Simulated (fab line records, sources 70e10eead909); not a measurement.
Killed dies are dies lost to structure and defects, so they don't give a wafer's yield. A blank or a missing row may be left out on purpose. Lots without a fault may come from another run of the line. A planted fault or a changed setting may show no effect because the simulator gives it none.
Chamber matching | flow nand_harc | NHARC_THIN_TSV_STRIP_57 on wet_bench-10: 7 sister chambers
The step strips in post etch residue remover, time 1200 s. 7 wafers are shown with their chamber, then 7 later ones without.

WAFERS WITH THEIR CHAMBER
wafer  | chamber | bath_guard_temp_C (C)
L725.3 | 7       | 73.4
L726.2 | 5       | 72.5
L726.3 | 2       | 72.4
L728.4 | 0       | 72.6
L728.5 | 3       | 72.6
L728.6 | 1       | 73.0
L743.3 | 6       | 73.3

WAFERS WITHOUT THEIR CHAMBER
wafer  | bath_guard_temp_C (C)
L743.5 | 72.6
L744.1 | 73.3
L744.4 | 72.8
L744.5 | 72.6
L746.1 | 72.2
L746.4 | 72.2
L746.5 | 72.5

WHICH CHAMBER EACH WENT THROUGH
wafer  | from the rows above                    | in truth
L743.5 | can't be placed: 0 or 3 or 5 or 2      | 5
L744.1 | can't be placed: 6 or 7                | 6
L744.4 | can't be placed: 0 or 1 or 3 or 5 or 2 | 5
L744.5 | can't be placed: 0 or 3 or 5 or 2      | 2
L746.1 | can't be placed: 2 or 5 or 0 or 3      | 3
L746.4 | can't be placed: 2 or 5 or 0 or 3      | 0
L746.5 | can't be placed: 5 or 0 or 2 or 3      | 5
Placed correctly: 0 of 7. Can't be placed from these rows: 7 (the true chamber is among the candidates in 7). Placed wrongly: 0.
How it was worked out, from the rows above alone: a wafer's distance from a chamber is the root of the sum, over the readings, of the square of ((its reading less the chamber's mean) divided by the reading's scatter). The wafer belongs to the nearest chamber; if the next one is less than 2 further off, it can't be placed. A chamber's mean is the mean of its shown wafers. The scatter: with one shown wafer a chamber, the root of the mean of the squares of how far each hidden wafer lies from its nearest shown one.
